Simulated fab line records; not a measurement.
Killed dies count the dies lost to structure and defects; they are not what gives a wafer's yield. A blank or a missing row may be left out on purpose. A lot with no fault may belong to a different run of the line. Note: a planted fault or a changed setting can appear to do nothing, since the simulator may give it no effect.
Struck lot and sound lot, side by side + flow nand harc + 14 out of 1159 route steps
Sound: the wafers L256.2, L256.3, L256.4. Struck: wafer L263.5 (left out: L263.1, a lot-mate that was not struck); the cause follows at the end.
Order at every step that has rows: each side's tool, ch and its chambers, its first start. Under that, the readings that differ: sound wafers + struck wafers + difference of the means + sigmas: that difference in standard deviations of wafers without a fault.
alike: readings whose means differ by less than 2 such deviations, and words and numbers that are the same on both sides. not compared: withheld readings, readings that some wafer has no value for, bounds like >300 that may hide the same value, and numbers for which the record gives no deviation and whose values overlap.
A row with sigmas, a row that says differs or no value, or rows on one side alone: a step with any of these is where the two part. Numbers that don't overlap but have no deviation are shown without sigmas and don't part them. Lack of a reading on every wafer of one side parts them only where that side has two or more wafers.

NHARC_A_ZERO_WELL_INSPECT_17:
  sound on defect inspect-02, day 6 04:33; struck on defect inspect-02, day 8 12:01
  alike: raw defect count
then, 3 steps without rows for these wafers: NHARC_A_SOURCE_PLATE_PRECLEAN_00 (cleans in HF-LAST, time 60 s); NHARC_A_SOURCE_PLATE_SRD_01; NHARC_A_SOURCE_PLATE_OXIDE_02 (material SiO2, target thk 10 nm, ox time 1362 s).
NHARC_A_SOURCE_PLATE_THK_MEAS_09: measures by ellipsometry.
  sound on film metro-02, day 6 12:13; struck on film metro-02, day 8 16:29
  alike: thk nm
then, 3 steps without rows for these wafers: NHARC_A_SOURCE_PLATE_PVD_04 (deposits WSi2, target thk 50 nm); NHARC_A_SOURCE_PLATE_CVD_03 (deposits poly-Si, target thk 200 nm, time 4000 s); NHARC_A_SOURCE_PLATE_ANNEAL_05 (time 1800 s).
NHARC_A_SOURCE_PLATE_THK_MEAS_06: measures by ellipsometry.
  sound on film metro-02, day 7 01:17; struck on film metro-01, day 9 07:20
  alike: thk nm
NHARC_A_SOURCE_PLATE_INSPECT_08:
  sound on defect inspect-01, day 7 01:21; struck on defect inspect-01, day 9 07:24
  alike: raw defect count
NHARC_A_ONON_D1_DEP_00: target thk 1000 nm.
  sound on pecvd onon-04 ch 0, day 7 01:29; struck on pecvd onon-03 ch 0, day 9 07:28
NHARC_A_ONON_D1_THK_MEAS_02: measures by ellipsometry.
  sound on film metro-02, day 7 01:56; struck on film metro-01, day 9 07:59
| reading     | sound       | struck | difference | sigmas |
|-------------|-------------|--------|------------|--------|
| thk nm (nm) | 995 996 994 | 684    | -311       | -31    |
then, no rows for these wafers at 1 step: NHARC_A_ONON_D1_DEP_03 (target thk 1000 nm).
-- record jumps: 16 days between struck wafers' starts before vs after; left off in module A_ONON_D1, resumes in module END, first step shown is number 1159 of the route --
NHARC_END_SORT_01:
  at this point the record logs the struck wafers (prober-02 ch 0, day 25 13:33) and has no rows for the sound ones

## WHERE THEY PART
At NHARC_A_ONON_D1_THK_MEAS_02 first; at NHARC_END_SORT_01 last (within this record only).

WHY: what the simulator had put in
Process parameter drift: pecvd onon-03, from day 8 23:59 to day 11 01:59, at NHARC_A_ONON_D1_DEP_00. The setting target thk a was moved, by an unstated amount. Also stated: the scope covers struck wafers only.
